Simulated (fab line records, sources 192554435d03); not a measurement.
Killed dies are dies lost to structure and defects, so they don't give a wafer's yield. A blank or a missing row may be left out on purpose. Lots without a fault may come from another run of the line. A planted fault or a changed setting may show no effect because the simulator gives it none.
fab line records | flow n5_finfet
record lots=5 wafers=15 last_day=18
route steps=1938 shown BEOL_M4@1099 BEOL_M5@1112 BEOL_M9@1467 PASSIVATION@1936
lots that met no fault: from a run of the same line without faults
start_h: hours from the record's first day to the start of the lot's first wafer shown | wait_h: hours since the lot's step before | " the same as in the row above | L1.1+2: a row that stands for several wafers | - no value, or no start given | * or withheld: withheld | < > ~ a bound
route shown NAME@n: a module of which the file shows steps, and the number in the route of the first | usual: mean/standard deviation of fault-free wafers | same: alike in all rows | chamber/n: place in a boat | sites: the reading at each site | _std_site: their standard deviation | _edge_site: outer sites' mean less inner sites' | radius_mm: how far each site lies from the wafer's centre | mask NAME#n: copy n | behind: the tool/chamber that last shaped the wafer | hold: why the lot was held/for how many hours/how that ended | device: the transistor (n, p or np) that didn't switch | end of line: the same wafers' tests at the end of the route | a step without rows: its recipe alone | killed: dies lost to structure and defects at the first sort, not the wafer's yield | map: a wafer's dies, x killed, . not, _ none there
set.NAME: the setting as run; set.NAME@STEP: as run at that earlier step | model.NAME: the simulator's own value behind a step, which no gauge read
lots at some steps of the route; a table a step, a row a wafer
services: from which hour (start_h, from the record's first day; less than 0 if before it) a tool's chamber was out of use, for how many hours, and why
## steps
# step N5_BEOL_M4_ANNEAL_95
# recipe temp_c=400 time_s=240 ambient=vacuum
# step N5_BEOL_M4_SPUTTER_96
# recipe material=Cu target_thk_a=45 temp_c=-20 chamber_pressure_pa=0.07 power_w=withheld time_s=8.29
# step N5_BEOL_M4_ECD_50
# recipe material=Cu target_thk_a=3000
# step N5_BEOL_M4_ANNEAL_51
# recipe temp_c=225 time_s=90 ambient=N2
# step N5_BEOL_M4_CMP_52
# recipe stop_on=SiOC t_overpolish_s=6.8 down_force_psi=1 platen_rpm=50 clearing_platen_down_force_psi=1.5 clearing_platen_rpm=50 post_cmp_clean=cu_alkaline target_thk_nm=40 clearing_platen_pad_velocity_m_s=0.99484 pad_velocity_m_s=0.99484
# step N5_BEOL_M4_PRE_CLEAN_60
# recipe gas=NH3/H2 time_s=15 temp_c=* rf_power_w=300
# step N5_BEOL_M4_CO_CAP_55
# recipe material=Co target_thk_a=20 temp_c=200 precursor=CCTBA/H2 pressure_torr=30 time_s=102.1
# step N5_BEOL_M4_PRE_CLEAN_56
# recipe gas=NH3 time_s=15 temp_c=withheld rf_power_w=300
# step N5_BEOL_M4_DEP_57
# recipe material=SiCN target_thk_a=80 temp_c=withheld precursor=3MS/NH3 pressure_torr=3 rf_w=202 time_s=14
# step N5_BEOL_M4_RC_MEAS_101
# usual DIBL_N=35.7/1.5 DIBL_P=35.7/2 IOFF_N=0.155/0.026 IOFF_P=0.20/0.031 ION_N=675/11 ION_P=462/7.1 SS_N=71.3/0.57 SS_P=73.1/0.56 VT_N=250/3 VT_P=-251/3
# columns lot.wafer tool chamber start_h wait_h DIBL_N[mV/V] DIBL_P[mV/V] IOFF_N[nA/um] IOFF_P[nA/um] ION_N[uA/um] ION_P[uA/um] SS_N[mV/dec] SS_P[mV/dec] VT_N[mV] VT_P[mV]
L338.2 prober-01 0 195.33 0.2 37.9 37.7 0.196 0.27 697 470 72.5 73.8 247 -247
L338.4 " 0 " " 36.5 35.2 0.153 0.23 669 464 72.6 73.1 251 -247
L338.5 " 0 " " 33.7 32.2 0.122 0.18 665 457 70.8 72.2 251 -252
L340.2 prober-01 0 198.56 0.2 37.8 36.2 0.187 0.20 659 448 72.3 73.6 249 -252
L340.5 " 0 " " 35.0 35.7 0.163 0.22 672 464 71.6 72.9 247 -250
L340.6 " 0 " " 35.7 35.3 0.162 0.19 672 451 71.3 73.2 250 -251
L339.1 prober-02 0 198.90 0.0 35.3 33.2 0.147 0.18 670 456 71.3 72.1 249 -253
L339.3 " 0 " " 35.9 33.9 0.149 0.19 681 467 71.2 73.2 251 -251
L339.6 " 0 " " 36.7 34.5 0.176 0.21 701 469 72.0 72.5 245 -247
L348.1 prober-02 0 255.81 0.0 37.1 37.3 0.178 0.22 680 463 71.2 72.8 250 -251
L348.4 " 0 " " 37.3 36.9 0.163 0.21 667 460 72.1 73.0 251 -252
L348.6 " 0 " " 37.5 37.2 0.184 0.21 684 460 71.9 73.3 248 -253
L358.4 prober-02 0 320.53 0.5 37.1 38.4 0.175 0.22 669 457 71.6 73.4 249 -252
L358.5 " 0 " " 35.9 37.9 0.164 0.20 681 462 71.2 73.8 250 -252
L358.6 " 0 " " 38.2 40.2 0.214 0.26 680 464 72.1 74.0 244 -248
# step N5_BEOL_M5_ILD_DEP_00
# recipe material=SiCOH_lowk target_thk_a=1406.4 temp_c=300 precursor=DEMS/porogen pressure_torr=5 rf_w=500 time_s=25.9
# step N5_BEOL_M5_CURE_79
# recipe temp_c=385 time_s=240 ambient=He/Ar material=SiCOH_lowk
# step N5_BEOL_M5_PECVD_70
# recipe material=SiO2 target_thk_a=160 temp_c=400 precursor=TEOS/O2 pressure_torr=5.5 rf_w=450 teos_flow_sccm=53.8 gas=O2 flow_sccm=3000 time_s=18
# step N5_BEOL_M5_HM_DEP_02
# recipe material=TiN target_thk_a=200 temp_c=25 chamber_pressure_pa=0.49996
# step N5_BEOL_M5_COAT_59
# recipe resist=SOC temp_c=250 time_s=60 spin_rpm=1500 resist_thk_nm=60
# step N5_BEOL_M5_COAT_60
# recipe resist=SiARC temp_c=220 time_s=60 spin_rpm=1500 resist_thk_nm=12
# step N5_BEOL_M5_COAT_71
# recipe resist=underlayer temp_c=205 time_s=60 spin_rpm=1500 resist_thk_nm=5
# step N5_BEOL_M5_COAT_05
# recipe resist=CAR-EUV spin_rpm=1500 resist_thk_nm=30
# step N5_BEOL_M5_EBR_07
# recipe solvent=PGMEA ebr_width_mm=1.5
# step N5_BEOL_M5_SOFTBAKE_06
# recipe temp_c=110 time_s=60 resist=CAR-EUV
# step N5_BEOL_M5_EXPOSE_08
# recipe mask_id=M5 na=0.33 source_shape=annular sigma_inner=0.4 sigma_outer=0.8 polarization=unpolarized target_cd_nm=28 dose_mj=35.75
# step N5_BEOL_M5_PEB_09
# recipe peb_temp_c=100 peb_time_s=60 resist=CAR-EUV
# step N5_BEOL_M5_DEVELOP_10
# recipe develop_time_s=30 developer=TMAH resist=CAR-EUV rinse_liquid=surfactant_rinse dry=air_spin dev_temp_c=23
# step N5_BEOL_M5_DESCUM_16
# recipe chemistry=O2 time_s=7 source_power_w=50 bias_power_w=20 pressure_mtorr=20 rf_frequency_hz=2.712e+07 temp_c=40 resist=CAR-EUV o2_flow_sccm=225
# step N5_BEOL_M5_ETCH_72
# recipe chemistry=N2/H2 target=underlayer target_depth_a=65 mask_material=CAR-EUV time_s=5.2 ion_energy_ev=200 pressure_mtorr=30 source_w=840 bias_w=150 n2_flow_sccm=200 h2_flow_sccm=200 ends=cleared
# step N5_BEOL_M5_ETCH_61
# recipe chemistry=CF4 target=SiARC target_depth_a=156 mask_material=CAR-EUV time_s=26 ion_energy_ev=80 pressure_mtorr=40 source_w=545 bias_w=36 Ar_flow_sccm=100 cf4_flow_sccm=100 ends=cleared
# step N5_BEOL_M5_ETCH_62
# recipe chemistry=N2/H2 target=SOC target_depth_a=750 overetch_a=150 mask_material=SiARC temp_c=40 time_s=112.5 ion_energy_ev=200 pressure_mtorr=30 source_w=840 bias_w=150 n2_flow_sccm=200 h2_flow_sccm=200
# step N5_BEOL_M5_STRIP_63
# recipe chemistry=N2/H2 temp_c=40 n2_flow_sccm=200 h2_flow_sccm=200 rf_frequency_hz=6e+07
# step N5_BEOL_M5_STRIP_73
# recipe chemistry=N2/H2 temp_c=40 n2_flow_sccm=200 h2_flow_sccm=200 rf_frequency_hz=6e+07
# step N5_BEOL_M5_STRIP_64
# recipe chemistry=CF4 resist=SiARC power_w=300 bias_power_w=75 pressure_mtorr=50 cf4_flow_sccm=150 rf_frequency_hz=6e+07
# step N5_BEOL_M5_HM_OPEN_17
# recipe chemistry=Cl2/BCl3 target_depth_a=200 overetch_a=60 target=TiN mask_material=SOC ion_energy_ev=150 pressure_mtorr=10 icp_w=1000 bias_w=126 Cl2_flow_sccm=53.25 bcl3_flow_sccm=21.75 Ar_flow_sccm=25
# step N5_BEOL_M5_STRIP_19
# recipe chemistry=O2 power_w=400 temp_c=40 pressure_mtorr=30 rf_frequency_hz=6e+07 bias_power_w=0 overash_fraction=0.2 o2_flow_sccm=225
# step N5_BEOL_M5_COAT_65
# recipe resist=SOC temp_c=250 time_s=60 spin_rpm=1500 resist_thk_nm=60
# step N5_BEOL_M5_COAT_66
# recipe resist=SiARC temp_c=220 time_s=60 spin_rpm=1500 resist_thk_nm=12
# step N5_BEOL_M9_DEP_56
# recipe material=SiCN target_thk_a=150 temp_c=withheld precursor=3MS/NH3 pressure_torr=3 rf_w=202 time_s=26.5
# usual chamber_pressure_Torr=3.000/0.0061 rf_fwd_power_W=199.4/1.1 showerhead_plenum_p_Torr=3.662/0.012 showerhead_vpp_V=861/26 throttle_valve_pct=9.1/0.64
# columns lot.wafer tool chamber start_h wait_h chamber_pressure_Torr rf_fwd_power_W showerhead_plenum_p_Torr showerhead_vpp_V throttle_valve_pct
L340.2 pecvd-02 0 249.88 0.0 - - - - -
L340.5 " 1 " " - - - - -
L340.6 " 2 " " - - - - -
L338.2 pecvd-04 1 250.93 0.0 - - - - -
L338.4 " 1 " " - - - - -
L338.5 " 2 " " - - - - -
L339.1 pecvd-04 2 251.25 0.0 - - - - -
L339.3 " 1 " " - - - - -
L339.6 " 2 " " - - - - -
L348.1 pecvd-02 0 305.06 0.0 2.998 200.0 3.667 905 9.4
L348.4 " 2 " " 2.995 199.7 3.674 867 8.7
L348.6 " 0 " " 2.994 199.7 3.660 896 9.4
L358.4 pecvd-02 1 368.75 0.0 2.995 198.9 3.655 839 8.4
L358.5 " 2 " " 2.999 200.4 3.669 875 9.1
L358.6 " 0 " " 3.015 200.4 3.669 900 9.3
# step N5_PASSIVATION_PROBE_49
# usual defect_limited_yield=91.4/1.5 killed_at_M0_to_M3=34/10 killed_at_M4_up=15/6 killed_at_contacts=12/6 killed_at_front_end=37/11 killed_at_other=3.3/2.8 killed_dies=101/18 killed_on_rim=14/4.4 killed_open=66/14 killed_short=33/7.8 sort_bin_5_function=5.0/0.97 sort_bin_6_memory=3.2/0.72 sort_n_pass=1079/18 sort_yield_pct=91.4/1.5
# same gross_dies=1180 killed_at_back_side=0 sort_bin_4_leakage[%]=0 sort_bin_8_speed[%]=0
# columns lot.wafer tool chamber start_h wait_h defect_limited_yield[%] killed_at_M0_to_M3 killed_at_M4_up killed_at_contacts killed_at_front_end killed_at_other killed_dies killed_on_rim killed_open killed_short sort_bin_5_function[%] sort_bin_6_memory[%] sort_n_pass sort_yield_pct[%]
L340.2 prober-02 - 304.31 0.1 0 23 1098 11 37 11 1180 152 59 34 96.6 3.4 0 0
L340.5 prober-02 - 304.46 0.2 0 45 1088 15 23 9 1180 152 67 35 96.4 3.2 0 0
L340.6 prober-02 - 304.51 0.3 0 33 1113 7 22 5 1180 152 58 29 96.1 3.7 0 0
L339.1 prober-02 - 306.55 0.0 0 48 1067 16 43 6 1180 152 76 49 95.9 3.9 0 0
L339.3 prober-02 - 306.65 0.1 0 33 1086 16 45 0 1180 152 76 31 96.5 3.1 0 0
L339.6 prober-02 - 306.80 0.3 0 28 1113 20 17 2 1180 152 46 32 97.3 2.7 0 0
L338.2 prober-02 - 309.59 0.1 0 41 1075 12 49 3 1180 152 80 37 95.8 4.2 0 0
L338.4 prober-02 - 309.69 0.2 0 45 1071 23 38 3 1180 152 84 35 96.0 3.6 0 0
L338.5 prober-02 - 309.74 0.2 0 41 1101 10 24 4 1180 152 60 34 96.2 3.5 0 0
L358.4 prober-01 - 430.10 0.2 90.5 20 12 15 61 4 112 13 77 26 5.6 3.1 1068 90.5
L358.5 prober-01 - 430.15 0.2 90.7 29 17 17 44 3 110 18 66 41 5.0 4.2 1070 90.7
L358.6 prober-01 - 430.20 0.3 91.9 17 22 15 38 3 95 10 62 32 4.5 3.1 1085 91.9
# killed by level:class
L340.2 BEOL_M9:area_dep=1087 MOL_CONTACT_COAG:geometric_particle:open=10 STI_FIN_REVEAL:geometric_particle:open=7 BEOL_M3:geometric_particle:open=6 MIM_TOP_ETCH:geometric_particle:short=6 BEOL_M1:geometric_particle:open=5 BEOL_M2:geometric_particle:open=5 FIN_SAQP:geometric_particle:short=4
L340.5 BEOL_M9:area_dep=1078 BEOL_M2:geometric_particle:open=15 MOL_CONTACT_COAG:geometric_particle:open=9 BEOL_M3:geometric_particle:open=8 BEOL_M1:geometric_particle:open=7 FIN_SAQP:geometric_particle:short=6 MOL_CONTACT_COAG:geometric_particle:short=6 BEOL_M0_SAQP:geometric_particle:open=5
L340.6 BEOL_M9:area_dep=1092 BEOL_M2:geometric_particle:open=10 BEOL_M4:geometric_particle:open=8 FIN_SAQP:geometric_particle:open=7 BEOL_M1:geometric_particle:open=5 STI_FIN_REVEAL:geometric_particle:open=4 GATE_CUT:geometric_particle:short=4 MOL_CONTACT_COAG:geometric_particle:short=4
L339.1 BEOL_M9:area_dep=1055 BEOL_M1:geometric_particle:open=12 STI_FIN_REVEAL:geometric_particle:open=11 MOL_CONTACT_COAG:geometric_particle:open=11 BEOL_M2:geometric_particle:open=10 FIN_SAQP:geometric_particle:open=8 BEOL_M2:geometric_particle:short=8 FIN_SAQP:geometric_particle:short=6
L339.3 BEOL_M9:area_dep=1071 MOL_CONTACT_COAG:geometric_particle:open=12 FIN_SAQP:geometric_particle:open=11 STI_FIN_REVEAL:geometric_particle:open=11 BEOL_M2:geometric_particle:open=10 BEOL_M0_SAQP:geometric_particle:short=7 BEOL_M0_SAQP:geometric_particle:open=7 BEOL_M6:geometric_particle:open=5
L339.6 BEOL_M9:area_dep=1101 MOL_CONTACT_COAG:geometric_particle:open=13 MOL_CONTACT_COAG:geometric_particle:short=7 BEOL_M2:geometric_particle:open=6 BEOL_M0:geometric_particle:short=5 STI_FIN_REVEAL:geometric_particle:open=4 BEOL_M0_SAQP:geometric_particle:open=4 BEOL_M2:geometric_particle:short=4
L338.2 BEOL_M9:area_dep=1062 STI_FIN_REVEAL:geometric_particle:open=17 MOL_CONTACT_COAG:geometric_particle:open=10 BEOL_M2:geometric_particle:open=9 BEOL_M0_SAQP:geometric_particle:short=8 BEOL_M3:geometric_particle:open=8 BEOL_M4:geometric_particle:open=8 STI_FIN_REVEAL:geometric_particle:short=7
L338.4 BEOL_M9:area_dep=1060 MOL_CONTACT_COAG:geometric_particle:open=19 BEOL_M2:geometric_particle:open=13 STI_FIN_REVEAL:geometric_particle:open=8 BEOL_M1:geometric_particle:open=8 BEOL_M0_SAQP:geometric_particle:open=7 GATE_CUT:geometric_particle:short=6 FIN_SAQP:geometric_particle:open=5
L338.5 BEOL_M9:area_dep=1085 BEOL_M0_SAQP:geometric_particle:open=11 MOL_CONTACT_COAG:geometric_particle:open=8 BEOL_M3:geometric_particle:open=7 GATE_CUT:geometric_particle:short=6 BEOL_M4:geometric_particle:open=6 BEOL_M0_SAQP:geometric_particle:short=5 BEOL_M1:geometric_particle:open=5
L358.4 STI_FIN_REVEAL:geometric_particle:open=20 MOL_CONTACT_COAG:geometric_particle:open=11 FIN_SAQP:geometric_particle:open=10 HKMG_FIN:area_etch=7 BEOL_M4:geometric_particle:open=6 GATE_CUT:geometric_particle:short=5 BEOL_M1:geometric_particle:open=5 FIN_SAQP:geometric_particle:short=4
L358.5 MOL_CONTACT_COAG:geometric_particle:open=16 FIN_SAQP:geometric_particle:short=11 FIN_SAQP:geometric_particle:open=10 BEOL_M3:geometric_particle:open=7 GATE_CUT:geometric_particle:open=5 GATE_CUT:geometric_particle:short=5 BEOL_M2:geometric_particle:open=5 BEOL_M0_SAQP:geometric_particle:short=4
L358.6 BEOL_M4:geometric_particle:open=11 FIN_SAQP:geometric_particle:open=10 MOL_CONTACT_COAG:geometric_particle:open=9 GATE_CUT:geometric_particle:short=8 MOL_CONTACT_COAG:geometric_particle:short=6 BEOL_M3:geometric_particle:open=5 FIN_SAQP:geometric_particle:short=4 BEOL_M2:geometric_particle:open=4
# map L338.2 (x killed, . not)
_________________xxxxxxxxxxxx________________
______________xxxxxxxxxxxxxxxxxx_____________
___________xxxxxxxxxxxxxxxxxxxxxxxx__________
__________xxxxxxxxxxxxxxxxxxxxxxxxxx_________
________xxxxxxxxxxxxxxxxxxxxxxxxxxxxxx_______
_______xxxxxxxxxxxxxxxxxxxxxxxxxxxxxxxx______
______xxxxxxxxxxxxxxxxxxxxxxxxxxxxxxxxxx_____
_____xxxxxxxxxxxxxxxxxxxxxxxxxxxxxxxxxxxx____
____xxxxxxxxxxxxxxxxxxxxxxxxxxxxxxxxxxxxxx___
___xxxxxxxxxxxxxxxxxxxxxxxxxxxxxxxxxxxxxxxx__
___xxxxxxxxxxxxxxxxxxxxxxxxxxxxxxxxxxxxxxxx__
__xxxxxxxxxxxxxxxxxxxxxxxxxxxxxxxxxxxxxxxxxx_
__xxxxxxxxxxxxxxxxxxxxxxxxxxxxxxxxxxxxxxxxxx_
_xxxxxxxxxxxxxxxxxxxxxxxxxxxxxxxxxxxxxxxxxxxx
_xxxxxxxxxxxxxxxxxxxxxxxxxxxxxxxxxxxxxxxxxxxx
_xxxxxxxxxxxxxxxxxxxxxxxxxxxxxxxxxxxxxxxxxxxx
_xxxxxxxxxxxxxxxxxxxxxxxxxxxxxxxxxxxxxxxxxxxx
_xxxxxxxxxxxxxxxxxxxxxxxxxxxxxxxxxxxxxxxxxxxx
_xxxxxxxxxxxxxxxxxxxxxxxxxxxxxxxxxxxxxxxxxxxx
_xxxxxxxxxxxxxxxxxxxxxxxxxxxxxxxxxxxxxxxxxxxx
_xxxxxxxxxxxxxxxxxxxxxxxxxxxxxxxxxxxxxxxxxxxx
__xxxxxxxxxxxxxxxxxxxxxxxxxxxxxxxxxxxxxxxxxx_
__xxxxxxxxxxxxxxxxxxxxxxxxxxxxxxxxxxxxxxxxxx_
___xxxxxxxxxxxxxxxxxxxxxxxxxxxxxxxxxxxxxxxx__
___xxxxxxxxxxxxxxxxxxxxxxxxxxxxxxxxxxxxxxxx__
____xxxxxxxxxxxxxxxxxxxxxxxxxxxxxxxxxxxxxx___
_____xxxxxxxxxxxxxxxxxxxxxxxxxxxxxxxxxxxx____
______xxxxxxxxxxxxxxxxxxxxxxxxxxxxxxxxxx_____
_______xxxxxxxxxxxxxxxxxxxxxxxxxxxxxxxx______
________xxxxxxxxxxxxxxxxxxxxxxxxxxxxxx_______
__________xxxxxxxxxxxxxxxxxxxxxxxxxx_________
___________xxxxxxxxxxxxxxxxxxxxxxxx__________
______________xxxxxxxxxxxxxxxxxx_____________
_________________xxxxxxxxxxxx________________
# map L339.1 (x killed, . not)
_________________xxxxxxxxxxxx________________
______________xxxxxxxxxxxxxxxxxx_____________
___________xxxxxxxxxxxxxxxxxxxxxxxx__________
__________xxxxxxxxxxxxxxxxxxxxxxxxxx_________
________xxxxxxxxxxxxxxxxxxxxxxxxxxxxxx_______
_______xxxxxxxxxxxxxxxxxxxxxxxxxxxxxxxx______
______xxxxxxxxxxxxxxxxxxxxxxxxxxxxxxxxxx_____
_____xxxxxxxxxxxxxxxxxxxxxxxxxxxxxxxxxxxx____
____xxxxxxxxxxxxxxxxxxxxxxxxxxxxxxxxxxxxxx___
___xxxxxxxxxxxxxxxxxxxxxxxxxxxxxxxxxxxxxxxx__
___xxxxxxxxxxxxxxxxxxxxxxxxxxxxxxxxxxxxxxxx__
__xxxxxxxxxxxxxxxxxxxxxxxxxxxxxxxxxxxxxxxxxx_
__xxxxxxxxxxxxxxxxxxxxxxxxxxxxxxxxxxxxxxxxxx_
_xxxxxxxxxxxxxxxxxxxxxxxxxxxxxxxxxxxxxxxxxxxx
_xxxxxxxxxxxxxxxxxxxxxxxxxxxxxxxxxxxxxxxxxxxx
_xxxxxxxxxxxxxxxxxxxxxxxxxxxxxxxxxxxxxxxxxxxx
_xxxxxxxxxxxxxxxxxxxxxxxxxxxxxxxxxxxxxxxxxxxx
_xxxxxxxxxxxxxxxxxxxxxxxxxxxxxxxxxxxxxxxxxxxx
_xxxxxxxxxxxxxxxxxxxxxxxxxxxxxxxxxxxxxxxxxxxx
_xxxxxxxxxxxxxxxxxxxxxxxxxxxxxxxxxxxxxxxxxxxx
_xxxxxxxxxxxxxxxxxxxxxxxxxxxxxxxxxxxxxxxxxxxx
__xxxxxxxxxxxxxxxxxxxxxxxxxxxxxxxxxxxxxxxxxx_
__xxxxxxxxxxxxxxxxxxxxxxxxxxxxxxxxxxxxxxxxxx_
___xxxxxxxxxxxxxxxxxxxxxxxxxxxxxxxxxxxxxxxx__
___xxxxxxxxxxxxxxxxxxxxxxxxxxxxxxxxxxxxxxxx__
____xxxxxxxxxxxxxxxxxxxxxxxxxxxxxxxxxxxxxx___
_____xxxxxxxxxxxxxxxxxxxxxxxxxxxxxxxxxxxx____
______xxxxxxxxxxxxxxxxxxxxxxxxxxxxxxxxxx_____
_______xxxxxxxxxxxxxxxxxxxxxxxxxxxxxxxx______
________xxxxxxxxxxxxxxxxxxxxxxxxxxxxxx_______
__________xxxxxxxxxxxxxxxxxxxxxxxxxx_________
___________xxxxxxxxxxxxxxxxxxxxxxxx__________
______________xxxxxxxxxxxxxxxxxx_____________
_________________xxxxxxxxxxxx________________
## services
# columns tool chamber start_h hours kind
pecvd-04 2 242.61 6.9 repair
pecvd-02 2 278.43 2.1 scheduled_down
pecvd-04 2 289.93 9.3 repair
pecvd-02 - 292.26 5.5 pm
pecvd-04 0 337.05 16.5 scheduled_down
pecvd-04 1 354.65 5.5 scheduled_down
pecvd-04 0 364.12 5.5 scheduled_down
## key
first_sign step=N5_BEOL_M9_DEP_56 reading=tool_record direction=missing
effect step=N5_PASSIVATION_PROBE_49 reading=killed_at_M4_up direction=up sigmas=99+ usual=15 struck=1090
more_kills_born_at N5_BEOL_M9_DEP_56@pecvd-04=6434 N5_BEOL_M9_DEP_56@pecvd-02=3257
met_at N5_BEOL_M9_DEP_56
struck_wafers L338.2,L338.4,L338.5,L339.1,L339.3,L339.6,L340.2,L340.5,L340.6
later_rows_left_out L338.2,L338.4,L338.5,L339.1,L339.3,L339.6,L340.2,L340.5,L340.6
fault kind=skipped_step_whole tool=pecvd-02,pecvd-04 chamber=- onset_h=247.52 steps=N5_BEOL_M9_DEP_56 scope=struck_lots_only
# later_rows_left_out: the simulator's readings of these wafers behind a module that went badly wrong aren't trusted and aren't shown, but for the sort
